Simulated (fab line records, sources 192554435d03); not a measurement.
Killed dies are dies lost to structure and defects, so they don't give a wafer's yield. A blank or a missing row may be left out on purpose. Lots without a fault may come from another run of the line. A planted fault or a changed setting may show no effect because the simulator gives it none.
Which tool did it? | flow n5_finfet | 9 lots, 27 wafers sampled, at 5 steps of a route of 1938

WHAT THE GAUGES READ, wafer by wafer
N5_SDB_INSPECT_36: inspects for defects (darkfield). Usual: raw_defect_count 40, standard deviation 23.
lot  | measured    | on                | raw_defect_count | flag
L319 | day 4 15:29 | defect_inspect-01 | 13 16 18         |
L320 | day 4 21:41 | defect_inspect-02 | 30 27 29         |
L321 | day 5 04:49 | defect_inspect-02 | 52 18 38         |
L322 | day 5 09:50 | defect_inspect-02 | 26 29 37         |
L323 | day 5 15:35 | defect_inspect-01 | 31 27 33         |
L325 | day 6 09:04 | defect_inspect-01 | 19 39 24         |
L333 | day 8 02:50 | defect_inspect-02 | 33 44 53         |
L334 | day 8 10:16 | defect_inspect-02 | 26 78 36         |
L338 | day 9 11:57 | defect_inspect-02 | 36 30 45         |

N5_BEOL_M4_RC_MEAS_101. Usual: DIBL_N 36.3 mV/V, standard deviation 1.1; DIBL_P 36.3 mV/V, standard deviation 1.4; IOFF_N 0.155 nA/um, standard deviation 0.019; IOFF_P 0.211 nA/um, standard deviation 0.027; ION_N 672 uA/um, standard deviation 8.5; ION_P 462 uA/um, standard deviation 5.8; SS_N 71.5 mV/dec, standard deviation 0.56; SS_P 73.3 mV/dec, standard deviation 0.52; VT_N 249.9 mV, standard deviation 2.5; VT_P -249.8 mV, standard deviation 2.8.
lot  | measured     | on        | DIBL_N (mV/V)  | DIBL_P (mV/V)  | IOFF_N (nA/um)    | IOFF_P (nA/um)    | ION_N (uA/um) | ION_P (uA/um) | SS_N (mV/dec)  | SS_P (mV/dec)  | VT_N (mV)         | VT_P (mV)            | flag
L319 | day 10 03:50 | prober-01 | 35.0 35.6 36.1 | 36.1 37.4 37.8 | 0.126 0.148 0.149 | 0.198 0.235 0.227 | 669 679 668   | 459 473 458   | 70.9 71.3 71.5 | 72.1 73.1 72.3 | 255.9 248.9 251.6 | -249.1 -247.1 -248.8 |
L320 | day 10 22:22 | prober-01 | 37.2 36.5 35.9 | 37.1 36.6 35.2 | 0.172 0.161 0.140 | 0.244 0.243 0.227 | 676 672 669   | 472 467 469   | 71.9 71.8 71.0 | 73.9 73.0 72.7 | 248.4 247.0 252.1 | -244.4 -247.3 -248.4 |
L321 | day 11 10:13 | prober-01 | 36.3 34.8 36.3 | 36.4 33.7 35.6 | 0.166 0.135 0.171 | 0.199 0.167 0.199 | 684 677 691   | 462 463 465   | 71.2 71.3 71.8 | 73.6 72.6 73.6 | 248.7 252.9 248.2 | -252.6 -251.8 -250.2 |
L322 | day 11 17:12 | prober-01 | 38.0 37.0 37.8 | 36.8 36.1 36.5 | 0.165 0.151 0.166 | 0.207 0.196 0.200 | 667 676 680   | 454 456 455   | 71.7 70.8 71.3 | 73.4 72.4 73.5 | 248.1 249.1 249.3 | -253.2 -252.9 -253.1 |
L323 | day 13 01:34 | prober-02 | 36.7 37.7 36.1 | 37.0 37.7 34.9 | 0.177 0.182 0.156 | 0.217 0.223 0.183 | 689 677 670   | 466 459 456   | 71.6 72.3 71.0 | 74.0 73.2 73.2 | 250.4 245.9 249.7 | -248.3 -247.1 -251.6 |
L325 | day 13 23:12 | prober-02 | 35.9 35.7 35.2 | 36.0 35.8 35.6 | 0.138 0.138 0.128 | 0.162 0.165 0.158 | 662 671 668   | 451 455 456   | 71.5 71.1 70.8 | 73.4 72.9 72.3 | 250.9 253.8 255.3 | -255.3 -253.9 -256.4 |
L333 | day 16 16:17 | prober-01 | 36.3 36.7 35.7 | 36.6 36.6 35.8 | 0.168 0.178 0.158 | 0.226 0.231 0.221 | 687 688 690   | 470 471 471   | 71.9 71.6 71.9 | 73.7 74.1 73.8 | 247.1 243.7 247.6 | -248.9 -246.9 -246.9 |
L334 | day 17 01:21 | prober-02 | 38.3 37.5 36.9 | 37.3 35.8 35.6 | 0.176 0.154 0.149 | 0.236 0.206 0.204 | 677 680 669   | 462 465 457   | 71.2 71.6 71.5 | 73.9 73.1 73.6 | 245.9 252.5 250.5 | -248.3 -249.6 -249.6 |
L338 | day 17 17:07 | prober-01 | 35.6 36.3 36.0 | 35.2 34.7 35.2 | 0.158 0.159 0.158 | 0.210 0.200 0.205 | 682 666 675   | 464 459 458   | 72.1 72.0 71.3 | 73.3 73.4 73.0 | 248.2 249.2 249.8 | -248.4 -250.9 -249.2 |

WHICH TOOL RAN EACH LOT (tool, then ch and the chambers of the sampled wafers, then the start)
lot  | N5_SDB_ALD_29                    | N5_DUMMY_REMOVAL_HM_STRIP_01      | N5_HKMG_FIN_ETCH_54
L319 | ald_sin-04 ch 1,2,3, day 4 12:26 | rie_diel-06 ch 0,2, day 4 15:32   | rie_diel-04 ch 0,1,3, day 4 17:29
L320 | ald_sin-02 ch 1,2,3, day 4 18:38 | rie_diel-03 ch 2,3, day 4 21:43   | rie_diel-02 ch 0,1, day 4 23:33
L321 | ald_sin-02 ch 0,2,3, day 5 01:45 | rie_diel-01 ch 0,1,3, day 5 04:50 | rie_diel-02 ch 0,1,3, day 5 06:37
L322 | ald_sin-02 ch 0,2, day 5 06:47   | rie_diel-06 ch 0,1,2, day 5 09:52 | rie_diel-02 ch 1,2, day 5 11:31
L323 | ald_sin-04 ch 0,2,3, day 5 12:32 | rie_diel-01 ch 0,1,2, day 5 15:38 | rie_diel-02 ch 0,2,3, day 5 17:26
L325 | ald_sin-02 ch 0,1,2, day 6 05:58 | rie_diel-01 ch 1,2,3, day 6 09:06 | rie_diel-04 ch 0,2,3, day 6 10:51
L333 | ald_sin-02 ch 0,1,2, day 7 23:46 | rie_diel-06 ch 1,2,3, day 8 02:56 | rie_diel-04 ch 1,2,3, day 8 04:34
L334 | ald_sin-04 ch 2,3, day 8 07:13   | rie_diel-06 ch 0,2,3, day 8 10:41 | rie_diel-02 ch 0,2, day 8 12:23
L338 | ald_sin-02 ch 1,2, day 9 08:54   | rie_diel-06 ch 0,2,3, day 9 11:59 | rie_diel-05 ch 0,1,3, day 9 13:37
- N5_SDB_ALD_29: deposits SiNx, target thk 30 nm, pulse time 1 s, ald cycles 600.
- N5_DUMMY_REMOVAL_HM_STRIP_01: strips SiNx in CH3F/O2, stops on poly-Si, target depth 4 nm, time 6.8 s.
- N5_HKMG_FIN_ETCH_54: etches SiARC in CF4, target depth 45.5 nm, time 75.8 s.

WHAT THE TOOLS THEMSELVES READ (means of the sampled wafers that have a number; where no wafer has one, the mark that the record gives instead)
N5_SDB_ALD_29. Usual: heater_power_w 836 W, standard deviation 96; precursor_pulse_height_rel 0.998, standard deviation 0.02.
lot  | tool       | heater_power_w (W) | precursor_pulse_height_rel | flag
L319 | ald_sin-04 | 842                | 0.996                      |
L320 | ald_sin-02 | 799                | 1.003                      |
L321 | ald_sin-02 | 786                | 0.994                      |
L322 | ald_sin-02 | 788                | 0.985                      |
L323 | ald_sin-04 | 860                | 1.006                      |
L325 | ald_sin-02 | 806                | 0.975                      |
L333 | ald_sin-02 | 800                | 0.997                      |
L334 | ald_sin-04 | 912                | 0.996                      |
L338 | ald_sin-02 | 778                | 1.005                      |

N5_DUMMY_REMOVAL_HM_STRIP_01. Usual: chamber_pressure_mTorr 30.000 mTorr, standard deviation 0.028; drypump_motor_current_A 5.9 A, standard deviation 0.39; oes_product_au 0.65 a.u., standard deviation 0.068; rf_vpp_V 127.3 V, standard deviation 0.99; showerhead_plenum_p_Torr 2.00 Torr, standard deviation 0.062; throttle_valve_pct 16.31 %, standard deviation 0.18.
lot  | tool        | chamber_pressure_mTorr (mTorr) | drypump_motor_current_A (A) | oes_product_au (a.u.) | rf_vpp_V (V) | showerhead_plenum_p_Torr (Torr) | throttle_valve_pct (%) | flag
L319 | rie_diel-06 | 29.994                         | 6.2                         | 0.66                  | 127.9        | 2.08                            | 16.24                  |
L320 | rie_diel-03 | 29.988                         | 6.0                         | 0.71                  | 128.1        | 2.01                            | 16.15                  |
L321 | rie_diel-01 | 30.018                         | 5.7                         | 0.66                  | 127.7        | 1.98                            | 16.44                  |
L322 | rie_diel-06 | 30.010                         | 6.1                         | 0.62                  | 127.3        | 2.03                            | 16.40                  |
L323 | rie_diel-01 | 29.994                         | 5.6                         | 0.62                  | 127.4        | 1.97                            | 16.57                  |
L325 | rie_diel-01 | 30.006                         | 5.8                         | 0.68                  | 127.1        | 1.99                            | 16.37                  |
L333 | rie_diel-06 | 30.009                         | 5.9                         | 0.66                  | 126.8        | 1.96                            | 16.26                  |
L334 | rie_diel-06 | 29.984                         | 5.9                         | 0.61                  | 126.9        | 2.00                            | 16.27                  |
L338 | rie_diel-06 | 29.992                         | 5.9                         | 0.61                  | 127.4        | 2.00                            | 16.28                  |

N5_HKMG_FIN_ETCH_54. Usual: chamber_pressure_mTorr 40.00 mTorr, standard deviation 0.038; drypump_motor_current_A 5.6 A, standard deviation 0.42; etch_rf_on_time_s 76.0 s, standard deviation 0.91; oes_product_au 0.66 a.u., standard deviation 0.082; rf_vpp_V 184.1 V, standard deviation 1.3; showerhead_plenum_p_Torr 2.15 Torr, standard deviation 0.078; throttle_valve_pct 15.68 %, standard deviation 0.15.
lot  | tool        | chamber_pressure_mTorr (mTorr) | drypump_motor_current_A (A) | etch_rf_on_time_s (s) | oes_product_au (a.u.) | rf_vpp_V (V) | showerhead_plenum_p_Torr (Torr) | throttle_valve_pct (%) | flag
L319 | rie_diel-04 | 39.97                          | 5.6                         | 76.3                  | 0.68                  | 183.6        | 2.11                            | 15.73                  |
L320 | rie_diel-02 | 40.00                          | 5.6                         | 76.0                  | 0.64                  | 182.6        | 2.12                            | 15.56                  |
L321 | rie_diel-02 | 40.03                          | 5.7                         | 76.3                  | 0.65                  | 183.9        | 2.12                            | 15.61                  |
L322 | rie_diel-02 | 39.99                          | 5.7                         | 81.0                  | 0.67                  | 185.3        | 2.24                            | 15.59                  | OFF
L323 | rie_diel-02 | 40.01                          | 5.6                         | 82.4                  | 0.64                  | 184.5        | 2.13                            | 15.63                  | OFF
L325 | rie_diel-04 | 40.00                          | 5.5                         | 76.0                  | 0.60                  | 183.5        | 2.12                            | 15.79                  |
L333 | rie_diel-04 | 39.96                          | 5.3                         | 76.9                  | 0.65                  | 184.7        | 2.13                            | 15.75                  |
L334 | rie_diel-02 | 39.98                          | 5.6                         | 75.7                  | 0.64                  | 183.8        | 2.11                            | 15.63                  |
L338 | rie_diel-05 | 40.02                          | 6.1                         | 76.0                  | 0.73                  | 185.2        | 2.22                            | 15.52                  |

THE ANSWER, worked out from the rows above alone
Rule: a lot is off if the mean of its wafers that have a number lies more than 3 standard deviations from the usual mean. A lot without any number at a reading at which 4 lots or more have one is off too. The other lots that the step has rows for count as sound. The gauges are gone through in route order, then the tools' own readings, and for those a lot's mean is taken as printed above. The first step at which some lot is off is used, and at that step the reading that is off furthest; a lot without a number counts as furthest.
Off: L322, L323, at N5_HKMG_FIN_ETCH_54 (etch_rf_on_time_s).
A tool fits if, at that step or a process step before it, it ran every lot that is off, and no sound lot after the first of them. None of those tried fits.

WHAT THE SIMULATOR HAD PUT IN
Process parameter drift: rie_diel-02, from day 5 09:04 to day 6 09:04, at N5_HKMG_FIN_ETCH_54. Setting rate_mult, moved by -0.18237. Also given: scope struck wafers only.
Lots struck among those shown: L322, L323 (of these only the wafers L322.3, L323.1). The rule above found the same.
